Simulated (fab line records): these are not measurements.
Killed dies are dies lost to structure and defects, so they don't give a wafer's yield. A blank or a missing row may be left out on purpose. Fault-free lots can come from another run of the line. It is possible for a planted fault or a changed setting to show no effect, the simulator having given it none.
Which tool did it? / flow nand_harc / Sampling: 8 lots, 22 wafers, 5 of 1159 route steps

## WHAT THE GAUGES SHOWED, per wafer
NHARC_END_SORT_01.
lot=L369; measured=day 23 10:55; on=prober-02; killed_at_array=19

## WHICH TOOL RAN EACH LOT (tool, then ch and the chambers of the sampled wafers, then the start)
lot=L372; NHARC_P_GATE_RTA_82=rtp_anneal-02 ch 0, day 8 22:53; NHARC_P_CONTACT_ETCH_18=rie_diel-06 ch 0,3, day 9 01:45 or earlier; NHARC_P_CONTACT_STRIP_28=rie_diel-05 ch 0,3, day 9 01:45; NHARC_P_CONTACT_ALD_22=ald_metal-04 ch 0,1, day 9 02:40
lot=L369; NHARC_P_GATE_RTA_82=rtp_anneal-01 ch 0, day 8 23:56; NHARC_P_CONTACT_ETCH_18=rie_diel-06 ch 0, day 9 02:52 or earlier; NHARC_P_CONTACT_STRIP_28=rie_diel-05 ch 3, day 9 02:52; NHARC_P_CONTACT_ALD_22=ald_metal-03 ch 0, day 9 03:46
lot=L370; NHARC_P_GATE_RTA_82=rtp_anneal-02 ch 0, day 9 01:17; NHARC_P_CONTACT_ETCH_18=rie_diel-05 ch 1,3, day 9 04:47 or earlier; NHARC_P_CONTACT_STRIP_28=rie_diel-06 ch 1,2,3, day 9 04:47; NHARC_P_CONTACT_ALD_22=ald_metal-02 ch 0,2, day 9 05:40
lot=L371; NHARC_P_GATE_RTA_82=rtp_anneal-01 ch 0, day 9 05:20; NHARC_P_CONTACT_ETCH_18=rie_diel-05 ch 1,2,3, day 9 08:16 or earlier; NHARC_P_CONTACT_STRIP_28=rie_diel-06 ch 0,1,2, day 9 08:16; NHARC_P_CONTACT_ALD_22=ald_metal-02 ch 0,2, day 9 09:09
lot=L373; NHARC_P_GATE_RTA_82=rtp_anneal-01 ch 0, day 9 08:35; NHARC_P_CONTACT_ETCH_18=rie_diel-05 ch 0,2, day 9 11:31 or earlier; NHARC_P_CONTACT_STRIP_28=rie_diel-06 ch 0,1,3, day 9 11:31; NHARC_P_CONTACT_ALD_22=ald_metal-04 ch 1,2,3, day 9 12:27
lot=L374; NHARC_P_GATE_RTA_82=rtp_anneal-01 ch 0, day 9 12:58; NHARC_P_CONTACT_ETCH_18=rie_diel-05 ch 0,1,2, day 9 15:48 or earlier; NHARC_P_CONTACT_STRIP_28=rie_diel-11 ch 1,2,3, day 9 15:48; NHARC_P_CONTACT_ALD_22=ald_metal-02 ch 0,3, day 9 16:40
lot=L379; NHARC_P_GATE_RTA_82=rtp_anneal-01 ch 0, day 10 11:55; NHARC_P_CONTACT_ETCH_18=rie_diel-05 ch 0,1,3, day 10 15:32 or earlier; NHARC_P_CONTACT_STRIP_28=rie_diel-11 ch 1,2,3, day 10 15:32; NHARC_P_CONTACT_ALD_22=ald_metal-02 ch 0,1,2, day 10 16:28
lot=L381; NHARC_P_GATE_RTA_82=rtp_anneal-01 ch 0, day 11 11:40; NHARC_P_CONTACT_ETCH_18=rie_diel-06 ch 0,1,3, day 11 14:37 or earlier; NHARC_P_CONTACT_STRIP_28=rie_diel-11 ch 0,1,2, day 11 14:37; NHARC_P_CONTACT_ALD_22=ald_metal-02 ch 0,2,3, day 11 15:31
- NHARC_P_GATE_RTA_82: time 30 s.
- NHARC_P_CONTACT_ETCH_18: etches the open film in C4F8/O2/Ar, target depth 481 nm, time 240.5 s.
- NHARC_P_CONTACT_STRIP_28: strips in O2.
- NHARC_P_CONTACT_ALD_22: deposits TiN, target thk 3 nm, pulse time 1 s, ald cycles 150.

## THE ANSWER, worked out from the rows above alone
Rule: the lots themselves supply what counts as usual. The widest of any qualifying gaps counts: lots, ordered by their means at a reading, are off when they make up no more than a third of the lots, leave a main group of 4 or more, and stand apart from it by 3 or more times the standard deviation of that group's means. Not used: any main group whose means are identical at the precision the tables above print for the reading. A lot without any number at a reading at which 4 lots or more have one is off too. Where the step has rows for the other lots, those lots are counted as sound.
No lot is off at any reading shown: from this, nothing can be told.

## WHAT WAS PUT IN BY THE SIMULATOR
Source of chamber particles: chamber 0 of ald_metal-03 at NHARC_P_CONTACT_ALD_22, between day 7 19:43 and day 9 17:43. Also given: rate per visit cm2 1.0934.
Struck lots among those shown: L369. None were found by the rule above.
